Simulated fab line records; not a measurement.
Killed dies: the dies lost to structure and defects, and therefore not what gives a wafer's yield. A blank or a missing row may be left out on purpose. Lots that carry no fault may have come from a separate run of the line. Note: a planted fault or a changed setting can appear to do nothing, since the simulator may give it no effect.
Chamber matching :: flow nandHarc :: NHARC_A_STAIRCASE_DEP_417 on pecvd-04 has 3 sister chambers
The step deposits Si3N4, target thk 60 nm. 18 wafers are shown with their chamber, then 9 later ones without.

EACH WAFER AND ITS CHAMBER
wafer: L076.1
chamber: 0
heaterPowerOuterW (W): 374
heaterPowerW (W): 630

wafer: L076.3
chamber: 0
heaterPowerOuterW (W): 372
heaterPowerW (W): 599

wafer: L076.5
chamber: 1
heaterPowerOuterW (W): 428
heaterPowerW (W): 726

wafer: L079.1
chamber: 1
heaterPowerOuterW (W): 440
heaterPowerW (W): 713

wafer: L079.3
chamber: 0
heaterPowerOuterW (W): 468
heaterPowerW (W): 745

wafer: L079.5
chamber: 0
heaterPowerOuterW (W): 486
heaterPowerW (W): 759

wafer: L083.2
chamber: 0
heaterPowerOuterW (W): 479
heaterPowerW (W): 779

wafer: L083.3
chamber: 2
heaterPowerOuterW (W): 404
heaterPowerW (W): 688

wafer: L083.5
chamber: 1
heaterPowerOuterW (W): 437
heaterPowerW (W): 726

wafer: L084.4
chamber: 1
heaterPowerOuterW (W): 410
heaterPowerW (W): 683

wafer: L084.5
chamber: 0
heaterPowerOuterW (W): 409
heaterPowerW (W): 655

wafer: L084.6
chamber: 1
heaterPowerOuterW (W): 418
heaterPowerW (W): 688

wafer: L085.2
chamber: 1
heaterPowerOuterW (W): 408
heaterPowerW (W): 651

wafer: L085.3
chamber: 2
heaterPowerOuterW (W): 466
heaterPowerW (W): 739

wafer: L085.5
chamber: 0
heaterPowerOuterW (W): 425
heaterPowerW (W): 674

wafer: L088.1
chamber: 2
heaterPowerOuterW (W): 409
heaterPowerW (W): 684

wafer: L088.2
chamber: 1
heaterPowerOuterW (W): 421
heaterPowerW (W): 689

wafer: L088.3
chamber: 0
heaterPowerOuterW (W): 513
heaterPowerW (W): 809

SIGNATURES, as means of the wafers listed above
reading: heaterPowerOuterW
chamber 0: 440.75
chamber 1: 423.14
chamber 2: 426.33
scatter within a chamber: 39.3

reading: heaterPowerW
chamber 0: 706.25
chamber 1: 696.57
chamber 2: 703.67
scatter within a chamber: 56.2
Rule: for a wafer and a chamber, the distance is found by dividing, reading by reading, the gap between the wafer's reading and the chamber's mean by the reading's scatter, squaring, summing and taking the root. If the next closest chamber is less than 2 further off than the closest, the wafer can't be placed; otherwise it belongs to the closest. The scatter is the square root of a quotient: the sum, over the shown wafers, of each reading's squared deviation from its chamber's mean, divided by wafers minus chambers.

WAFERS WITH NO CHAMBER GIVEN
wafer: L090.1
heaterPowerOuterW (W): 443
heaterPowerW (W): 745

wafer: L090.5
heaterPowerOuterW (W): 508
heaterPowerW (W): 816

wafer: L090.6
heaterPowerOuterW (W): 388
heaterPowerW (W): 640

wafer: L092.1
heaterPowerOuterW (W): 427
heaterPowerW (W): 725

wafer: L092.2
heaterPowerOuterW (W): 426
heaterPowerW (W): 710

wafer: L092.5
heaterPowerOuterW (W): 424
heaterPowerW (W): 714

wafer: L095.3
heaterPowerOuterW (W): 461
heaterPowerW (W): 759

wafer: L095.4
heaterPowerOuterW (W): 483
heaterPowerW (W): 749

wafer: L095.5
heaterPowerOuterW (W): 424
heaterPowerW (W): 693

THE CHAMBER EACH PASSED THROUGH
wafer: L090.1
from the rows above: can't be placed: 0 or 2 or 1
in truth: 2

wafer: L090.5
from the rows above: can't be placed: 0 or 2 or 1
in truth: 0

wafer: L090.6
from the rows above: can't be placed: 1 or 2 or 0
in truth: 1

wafer: L092.1
from the rows above: can't be placed: 2 or 0 or 1
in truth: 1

wafer: L092.2
from the rows above: can't be placed: 2 or 1 or 0
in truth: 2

wafer: L092.5
from the rows above: can't be placed: 2 or 1 or 0
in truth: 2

wafer: L095.3
from the rows above: can't be placed: 0 or 2 or 1
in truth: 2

wafer: L095.4
from the rows above: can't be placed: 0 or 2 or 1
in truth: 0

wafer: L095.5
from the rows above: can't be placed: 1 or 2 or 0
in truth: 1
Placed correctly: 0 of 9. Unplaceable from these rows: 9, with the true chamber sitting among the candidates in 9. Placed wrongly: 0.
